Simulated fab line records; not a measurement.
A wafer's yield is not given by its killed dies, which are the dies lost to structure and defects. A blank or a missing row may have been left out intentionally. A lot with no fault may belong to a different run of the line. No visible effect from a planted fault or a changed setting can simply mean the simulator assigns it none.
fab line records -- flow n5Finfet -- part 2 of 2: steps 22 to 22 of 22
record: lots: 7, wafers: 20, lastDay: 18
route steps=1938 shown BEOL_M4@1091 BEOL_M5@1112 PASSIVATION@1936
lots that met no fault: taken from a fault-free run of the same line
startH: hours from the record's opening day to when the first of the lot's shown wafers began -- waitH: hours since the lot's step before -- " as in the row above -- L1.1+2: a row that stands for several wafers -- - either no value or no given start -- * or withheld: withheld -- < > ~ a bound
route shown NAME@n: NAME is a module with steps in the file, n the number in the route of the first one -- usual: mean/standard deviation taken from wafers without a fault -- same: alike in all rows -- chamber/n: place in a boat -- sites: the reading at each site -- _std_site: standard deviation across them -- _edge_site: inner sites' mean taken away from outer sites' mean -- radiusMm: how far each site lies from the wafer's centre -- mask NAME#n: copy n -- behind: tool/chamber where the wafer was last shaped -- hold: reason for holding the lot/hours on hold/outcome of the hold -- device: names the non-switching transistor (n, p or np) -- end of line: at the end of the route, the tests of the same wafers -- where a step has no rows: the recipe by itself -- killed: dies lost to structure and defects at the first sort, not the wafer's yield -- map: shows each die of a wafer: x if killed, . if not, _ if none is there
set.NAME: the setting as run; set.NAME@STEP: as run at that earlier step -- model.NAME: the simulator's own value behind a step, which no gauge read
lots seen at some steps along the route; tables by step, rows by wafer
services: the hour from which a tool's chamber was out of use, counted from the record's first day as startH (under 0 if before that day), plus the number of hours and why
== steps ==
step: N5_PASSIVATION_PROBE_49
usual: defectLimitedYield: 91.0/1.4, killed_at_M0_to_M3: 36/9.6, killed_at_M4_up: 14/6.1, killedAtContacts: 13/6.6, killedAtFrontEnd: 40/11, killedAtOther: 3.2/2.9, killedDies: 106/17, killedOnRim: 14/3.9, killedOpen: 71/12, killedShort: 33/7.3, sort_bin_4_leakage: 0.02/0.11, sort_bin_5_function: 5.3/1, sort_bin_6_memory: 3.4/0.68, sortNPass: 1073/19, sortYieldPct: 91.0/1.6
same: grossDies: 1180, killedAtBackSide: 0, sort_bin_8_speed[%]: 0
lot.wafer,tool,chamber,startH,waitH,defectLimitedYield[%],killed_at_M0_to_M3,killed_at_M4_up,killedAtContacts,killedAtFrontEnd,killedAtOther,killedDies,killedOnRim,killedOpen,killedShort,sort_bin_4_leakage[%],sort_bin_5_function[%],sort_bin_6_memory[%],sortNPass,sortYieldPct[%]
L533.1,prober-01,-,315.19,0.0,91.2,34,11,8,46,5,104,9,73,30,0,5.2,3.4,1076,91.2
L533.3,prober-01,-,315.29,0.1,90.4,37,14,10,46,6,113,13,80,32,0,5.4,4.0,1067,90.4
L533.4,prober-01,-,315.34,0.2,91.6,33,6,13,44,3,99,17,72,27,0,4.2,3.9,1081,91.6
L539.3,prober-02,-,346.94,0.1,90.3,34,5,22,49,4,114,15,75,39,0,5.3,4.1,1066,90.3
L539.6,prober-02,-,347.09,0.3,90.5,42,12,6,40,12,112,14,76,36,0,5.3,4.0,1068,90.5
L540.2,prober-02,-,348.09,0.1,0,44,1071,14,44,7,1180,152,71,42,0,5.8,3.4,0,0
L540.3,prober-02,-,348.14,0.1,93.1,37,2,10,27,5,81,11,48,33,0,3.9,2.9,1099,93.1
L540.6,prober-02,-,348.29,0.3,0,20,1111,9,39,1,1180,152,46,29,0,3.8,2.1,0,0
L541.1,prober-02,-,357.69,0.4,90.3,37,7,14,45,11,114,18,75,39,0.17,4.8,4.5,1064,90.2
L541.3,prober-02,-,357.79,0.5,88.6,46,6,23,54,5,134,19,99,35,0,6.0,4.9,1046,88.6
L541.6,prober-02,-,357.94,0.6,0,41,1084,21,28,6,1180,152,65,36,0,4.9,3.5,0,0
L543.1,prober-02,-,365.94,0.0,92.5,26,14,19,26,4,89,10,64,24,0,4.2,3.0,1091,92.5
L543.3,prober-02,-,366.04,0.1,92.5,25,11,23,27,2,88,8,62,26,0,4.7,2.6,1092,92.5
L543.6,prober-02,-,366.19,0.3,0,39,1093,8,34,6,1180,152,76,33,0,6.0,3.1,0,0
L553.1,prober-01,-,413.89,0.0,92.3,47,14,3,26,1,91,14,62,27,0,3.9,3.6,1089,92.3
L553.4,prober-01,-,414.04,0.2,89.8,57,11,4,48,0,120,20,84,33,0,6.1,3.9,1060,89.8
L553.6,prober-01,-,414.14,0.3,90.8,33,15,10,44,6,108,14,65,40,0,4.8,3.8,1072,90.8
L552.2,prober-01,-,425.19,0.1,90.2,31,15,20,49,1,116,12,83,31,0,6.0,3.3,1064,90.2
L552.4,prober-01,-,425.29,0.2,90.5,43,9,16,43,1,112,17,80,27,0,5.1,3.8,1068,90.5
L552.5,prober-01,-,425.34,0.2,94.6,22,4,6,32,0,64,9,36,26,0,3.2,1.8,1116,94.6
killed by level:class
L533.1 BEOL_M2:geometricParticle:open=11 STI_FIN_REVEAL:geometricParticle:open=10 GATE_CUT:geometricParticle:open=7 MOL_CONTACT_COAG:geometricParticle:open=7 FIN_SAQP:geometricParticle:open=5 BEOL_M5:geometricParticle:open=5 BEOL_M3:geometricParticle:open=5 STARTING-WAFER:geometricParticle:short=5
L533.3 BEOL_M1:geometricParticle:open=9 DUMMY_GATE:geometricParticle:open=8 MOL_CONTACT_COAG:geometricParticle:open=8 STI_FIN_REVEAL:geometricParticle:open=7 BEOL_M0_SAQP:geometricParticle:open=7 BEOL_M4:geometricParticle:open=7 FIN_SAQP:geometricParticle:open=6 GATE_CUT:geometricParticle:short=5
L533.4 STI_FIN_REVEAL:geometricParticle:open=16 MOL_CONTACT_COAG:geometricParticle:open=11 BEOL_M0_SAQP:geometricParticle:open=8 BEOL_M1:geometricParticle:open=8 FIN_SAQP:geometricParticle:short=7 BEOL_M0_SAQP:geometricParticle:short=6 BEOL_M2:geometricParticle:open=6 FIN_SAQP:geometricParticle:open=4
L539.3 MOL_CONTACT_COAG:geometricParticle:open=16 STI_FIN_REVEAL:geometricParticle:open=14 BEOL_M3:geometricParticle:open=9 BEOL_M0_SAQP:geometricParticle:short=7 BEOL_M2:geometricParticle:open=7 FIN_SAQP:geometricParticle:open=6 MOL_CONTACT_COAG:geometricParticle:short=6 BEOL_M0_SAQP:geometricParticle:open=6
L539.6 FIN_SAQP:geometricParticle:open=13 BEOL_M0_SAQP:geometricParticle:open=10 BEOL_M3:geometricParticle:open=8 BEOL_M2:geometricParticle:open=8 DUMMY_GATE:geometricParticle:open=6 BEOL_M0_SAQP:geometricParticle:short=6 FIN_SAQP:geometricParticle:short=5 BEOL_M3:geometricParticle:short=5
L540.2 BEOL_M4:areaCmp=1067 BEOL_M0_SAQP:geometricParticle:short=16 BEOL_M0_SAQP:geometricParticle:open=15 MOL_CONTACT_COAG:geometricParticle:open=12 FIN_SAQP:geometricParticle:short=11 FIN_SAQP:geometricParticle:open=11 STI_FIN_REVEAL:geometricParticle:open=9 DUMMY_GATE:geometricParticle:open=5
L540.3 BEOL_M0_SAQP:geometricParticle:short=14 BEOL_M0_SAQP:geometricParticle:open=13 MOL_CONTACT_COAG:geometricParticle:open=9 FIN_SAQP:geometricParticle:open=6 GATE_CUT:geometricParticle:short=4 FIN_SAQP:geometricParticle:short=3 STI_FIN_REVEAL:geometricParticle:open=3 DUMMY_GATE:geometricParticle:open=3
L540.6 BEOL_M4:areaCmp=1105 BEOL_M0_SAQP:geometricParticle:open=10 FIN_SAQP:geometricParticle:open=8 MOL_CONTACT_COAG:geometricParticle:open=7 FIN_SAQP:geometricParticle:short=5 SPACER0:geometricParticle:short=5 GATE_CUT:geometricParticle:short=5 BEOL_M1:geometricParticle:open=4
L541.1 STI_FIN_REVEAL:geometricParticle:open=15 BEOL_M3:geometricParticle:open=9 MOL_CONTACT_COAG:geometricParticle:open=9 FIN_SAQP:geometricParticle:short=6 BEOL_M0_SAQP:geometricParticle:short=6 MOL_CONTACT_COAG:geometricParticle:short=5 BEOL_M1:geometricParticle:open=5 BEOL_M2:geometricParticle:open=5
L541.3 STI_FIN_REVEAL:geometricParticle:open=22 BEOL_M3:geometricParticle:open=20 MOL_CONTACT_COAG:geometricParticle:open=19 BEOL_M1:geometricParticle:open=7 FIN_SAQP:geometricParticle:short=5 FIN_SAQP:geometricParticle:open=4 STI_FIN_REVEAL:geometricParticle:short=4 BEOL_M2:geometricParticle:open=4
L541.6 BEOL_M4:areaCmp=1079 MOL_CONTACT_COAG:geometricParticle:open=15 BEOL_M3:geometricParticle:open=10 STI_FIN_REVEAL:geometricParticle:open=9 BEOL_M0_SAQP:geometricParticle:open=8 BEOL_M2:geometricParticle:open=7 MOL_CONTACT_COAG:geometricParticle:short=6 BEOL_M0_SAQP:geometricParticle:short=6
L543.1 MOL_CONTACT_COAG:geometricParticle:open=14 BEOL_M4:geometricParticle:open=10 BEOL_M0_SAQP:geometricParticle:short=8 BEOL_M2:geometricParticle:open=7 STI_FIN_REVEAL:geometricParticle:open=5 DUMMY_GATE:geometricParticle:open=5 MOL_CONTACT_COAG:geometricParticle:short=5 BEOL_M1:geometricParticle:open=5
L543.3 MOL_CONTACT_COAG:geometricParticle:open=21 STI_FIN_REVEAL:geometricParticle:open=8 BEOL_M0_SAQP:geometricParticle:short=7 BEOL_M0_SAQP:geometricParticle:open=6 FIN_SAQP:geometricParticle:short=4 STARTING-WAFER:geometricParticle:short=4 BEOL_M5:geometricParticle:open=4 ILD0:geometricParticle:open=3
L543.6 BEOL_M4:areaCmp=1070 BEOL_M0_SAQP:geometricParticle:open=11 FIN_SAQP:geometricParticle:open=9 BEOL_M4:geometricParticle:open=9 BEOL_M3:geometricParticle:open=8 BEOL_M2:geometricParticle:open=7 STI_FIN_REVEAL:geometricParticle:open=6 GATE_CUT:geometricParticle:short=5
L553.1 BEOL_M0_SAQP:geometricParticle:open=10 BEOL_M2:geometricParticle:open=8 BEOL_M3:geometricParticle:open=8 BEOL_M1:geometricParticle:open=7 BEOL_M0_SAQP:geometricParticle:short=6 BEOL_M4:geometricParticle:open=6 STI_FIN_REVEAL:geometricParticle:open=4 STARTING-WAFER:geometricParticle:short=4
L553.4 BEOL_M0_SAQP:geometricParticle:open=19 BEOL_M0_SAQP:geometricParticle:short=16 STI_FIN_REVEAL:geometricParticle:open=12 FIN_SAQP:geometricParticle:open=9 BEOL_M1:geometricParticle:open=9 FIN_SAQP:geometricParticle:short=6 BEOL_M3:geometricParticle:open=5 BEOL_M8:geometricParticle:open=5
L553.6 FIN_SAQP:geometricParticle:short=9 BEOL_M0_SAQP:geometricParticle:open=9 STI_FIN_REVEAL:geometricParticle:open=8 MOL_CONTACT_COAG:geometricParticle:open=8 BEOL_M0_SAQP:geometricParticle:short=7 GATE_CUT:geometricParticle:short=6 GATE_CUT:geometricParticle:open=5 BEOL_M5:geometricParticle:open=5
L552.2 MOL_CONTACT_COAG:geometricParticle:open=16 FIN_SAQP:geometricParticle:open=13 STI_FIN_REVEAL:geometricParticle:open=12 BEOL_M1:geometricParticle:open=10 BEOL_M4:geometricParticle:open=7 FIN_SAQP:geometricParticle:short=6 BEOL_M2:geometricParticle:open=6 ILD0:geometricParticle:short=4
L552.4 STI_FIN_REVEAL:geometricParticle:open=18 BEOL_M2:geometricParticle:open=13 MOL_CONTACT_COAG:geometricParticle:open=12 BEOL_M0_SAQP:geometricParticle:short=11 FIN_SAQP:geometricParticle:open=8 BEOL_M0_SAQP:geometricParticle:open=6 BEOL_M3:geometricParticle:open=5 FIN_SAQP:geometricParticle:short=4
L552.5 FIN_SAQP:geometricParticle:short=8 MOL_CONTACT_COAG:geometricParticle:open=6 DUMMY_GATE:geometricParticle:open=5 FIN_SAQP:geometricParticle:open=4 BEOL_M0_SAQP:geometricParticle:short=4 BEOL_M0_SAQP:geometricParticle:open=4 BEOL_M2:geometricParticle:open=4 BEOL_M2:geometricParticle:short=3
map L540.2 (x killed, . not)
_________________xxxxxxxxxxxx________________
______________xxxxxxxxxxxxxxxxxx_____________
___________xxxxxxxxxxxxxxxxxxxxxxxx__________
__________xxxxxxxxxxxxxxxxxxxxxxxxxx_________
________xxxxxxxxxxxxxxxxxxxxxxxxxxxxxx_______
_______xxxxxxxxxxxxxxxxxxxxxxxxxxxxxxxx______
______xxxxxxxxxxxxxxxxxxxxxxxxxxxxxxxxxx_____
_____xxxxxxxxxxxxxxxxxxxxxxxxxxxxxxxxxxxx____
____xxxxxxxxxxxxxxxxxxxxxxxxxxxxxxxxxxxxxx___
___xxxxxxxxxxxxxxxxxxxxxxxxxxxxxxxxxxxxxxxx__
___xxxxxxxxxxxxxxxxxxxxxxxxxxxxxxxxxxxxxxxx__
__xxxxxxxxxxxxxxxxxxxxxxxxxxxxxxxxxxxxxxxxxx_
__xxxxxxxxxxxxxxxxxxxxxxxxxxxxxxxxxxxxxxxxxx_
_xxxxxxxxxxxxxxxxxxxxxxxxxxxxxxxxxxxxxxxxxxxx
_xxxxxxxxxxxxxxxxxxxxxxxxxxxxxxxxxxxxxxxxxxxx
_xxxxxxxxxxxxxxxxxxxxxxxxxxxxxxxxxxxxxxxxxxxx
_xxxxxxxxxxxxxxxxxxxxxxxxxxxxxxxxxxxxxxxxxxxx
_xxxxxxxxxxxxxxxxxxxxxxxxxxxxxxxxxxxxxxxxxxxx
_xxxxxxxxxxxxxxxxxxxxxxxxxxxxxxxxxxxxxxxxxxxx
_xxxxxxxxxxxxxxxxxxxxxxxxxxxxxxxxxxxxxxxxxxxx
_xxxxxxxxxxxxxxxxxxxxxxxxxxxxxxxxxxxxxxxxxxxx
__xxxxxxxxxxxxxxxxxxxxxxxxxxxxxxxxxxxxxxxxxx_
__xxxxxxxxxxxxxxxxxxxxxxxxxxxxxxxxxxxxxxxxxx_
___xxxxxxxxxxxxxxxxxxxxxxxxxxxxxxxxxxxxxxxx__
___xxxxxxxxxxxxxxxxxxxxxxxxxxxxxxxxxxxxxxxx__
____xxxxxxxxxxxxxxxxxxxxxxxxxxxxxxxxxxxxxx___
_____xxxxxxxxxxxxxxxxxxxxxxxxxxxxxxxxxxxx____
______xxxxxxxxxxxxxxxxxxxxxxxxxxxxxxxxxx_____
_______xxxxxxxxxxxxxxxxxxxxxxxxxxxxxxxx______
________xxxxxxxxxxxxxxxxxxxxxxxxxxxxxx_______
__________xxxxxxxxxxxxxxxxxxxxxxxxxx_________
___________xxxxxxxxxxxxxxxxxxxxxxxx__________
______________xxxxxxxxxxxxxxxxxx_____________
_________________xxxxxxxxxxxx________________
map L541.6 (x killed, . not)
_________________xxxxxxxxxxxx________________
______________xxxxxxxxxxxxxxxxxx_____________
___________xxxxxxxxxxxxxxxxxxxxxxxx__________
__________xxxxxxxxxxxxxxxxxxxxxxxxxx_________
________xxxxxxxxxxxxxxxxxxxxxxxxxxxxxx_______
_______xxxxxxxxxxxxxxxxxxxxxxxxxxxxxxxx______
______xxxxxxxxxxxxxxxxxxxxxxxxxxxxxxxxxx_____
_____xxxxxxxxxxxxxxxxxxxxxxxxxxxxxxxxxxxx____
____xxxxxxxxxxxxxxxxxxxxxxxxxxxxxxxxxxxxxx___
___xxxxxxxxxxxxxxxxxxxxxxxxxxxxxxxxxxxxxxxx__
___xxxxxxxxxxxxxxxxxxxxxxxxxxxxxxxxxxxxxxxx__
__xxxxxxxxxxxxxxxxxxxxxxxxxxxxxxxxxxxxxxxxxx_
__xxxxxxxxxxxxxxxxxxxxxxxxxxxxxxxxxxxxxxxxxx_
_xxxxxxxxxxxxxxxxxxxxxxxxxxxxxxxxxxxxxxxxxxxx
_xxxxxxxxxxxxxxxxxxxxxxxxxxxxxxxxxxxxxxxxxxxx
_xxxxxxxxxxxxxxxxxxxxxxxxxxxxxxxxxxxxxxxxxxxx
_xxxxxxxxxxxxxxxxxxxxxxxxxxxxxxxxxxxxxxxxxxxx
_xxxxxxxxxxxxxxxxxxxxxxxxxxxxxxxxxxxxxxxxxxxx
_xxxxxxxxxxxxxxxxxxxxxxxxxxxxxxxxxxxxxxxxxxxx
_xxxxxxxxxxxxxxxxxxxxxxxxxxxxxxxxxxxxxxxxxxxx
_xxxxxxxxxxxxxxxxxxxxxxxxxxxxxxxxxxxxxxxxxxxx
__xxxxxxxxxxxxxxxxxxxxxxxxxxxxxxxxxxxxxxxxxx_
__xxxxxxxxxxxxxxxxxxxxxxxxxxxxxxxxxxxxxxxxxx_
___xxxxxxxxxxxxxxxxxxxxxxxxxxxxxxxxxxxxxxxx__
___xxxxxxxxxxxxxxxxxxxxxxxxxxxxxxxxxxxxxxxx__
____xxxxxxxxxxxxxxxxxxxxxxxxxxxxxxxxxxxxxx___
_____xxxxxxxxxxxxxxxxxxxxxxxxxxxxxxxxxxxx____
______xxxxxxxxxxxxxxxxxxxxxxxxxxxxxxxxxx_____
_______xxxxxxxxxxxxxxxxxxxxxxxxxxxxxxxx______
________xxxxxxxxxxxxxxxxxxxxxxxxxxxxxx_______
__________xxxxxxxxxxxxxxxxxxxxxxxxxx_________
___________xxxxxxxxxxxxxxxxxxxxxxxx__________
______________xxxxxxxxxxxxxxxxxx_____________
_________________xxxxxxxxxxxx________________
== services ==
tool,chamber,startH,hours,kind
cmp-04,-,180.86,1.3,repair
cmp-01,-,182.47,3.7,repair
cvdCo-02,-,184.99,0.3,repair
cmp-04,-,191.16,5.8,pm
pecvd-04,-,197.69,1.0,repair
pecvd-02,2,202.38,-,clean
pecvd-02,2,202.38,-,consumableReplace:showerhead
pecvd-02,2,202.38,29.0,scheduledDown
pecvd-02,2,202.38,29.0,ventCycle
cmp-03,-,203.28,10.6,pm
cmp-01,-,210.77,4.0,pm
cmp-01,-,214.77,-,consumableReplace:conditioner
cmp-01,-,214.77,-,consumableReplace:pad
cmp-03,-,231.85,4.0,pm
cmp-03,-,235.85,-,consumableReplace:conditioner
cmp-03,-,235.85,-,consumableReplace:pad
cmp-03,-,235.85,9.1,pm
pecvd-02,0,237.10,5.5,scheduledDown
pecvd-04,-,253.36,2.4,repair
pecvd-02,-,260.38,0.8,repair
cmp-04,-,261.59,1.2,repair
pecvd-01,1,278.30,5.0,scheduledDown
pvdSputter-01,-,302.54,1.3,repair
== key ==
firstSign: step: N5_BEOL_M4_CMP_52, reading: overpolishRunS, direction: down, sigmas: 99+, usual: 6.800, struck: 0.044
effect: step: N5_BEOL_M4_CMP_52, reading: barrierFieldEndpointS, direction: up, sigmas: 23, usual: 25.0, struck: 41.2
effect: step: N5_BEOL_M4_THK_MEAS_53, reading: M4_THK, direction: up, sigmas: 53, usual: 40.6, struck: 148.9
effect: step: N5_BEOL_M4_INSPECT_59, reading: rawDefectCount, direction: up, sigmas: 99+, usual: 64, struck: 4930
effect: step: N5_PASSIVATION_PROBE_49, reading: killed_at_M4_up, direction: up, sigmas: 99+, usual: 14, struck: 1090
moreKillsBornAt: N5_BEOL_M4_CMP_52@cmp-01: 4321
metAt N5_BEOL_M4_CMP_52
struckWafers L540.2,L540.6,L541.6,L543.6
laterRowsLeftOut L540.2,L540.6,L541.6,L543.6
onsetBetween 243.05 243.53
fault: kind: processParameterDrift, tool: cmp-01, chamber: -, onsetH: 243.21, steps: N5_BEOL_M4_CMP_52, channel: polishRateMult, offset: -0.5, shape: step, endH: 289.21, scope: struckWafersOnly
laterRowsLeftOut: the simulator's readings of these wafers behind a module that went badly wrong aren't trusted and aren't shown, but for the sort
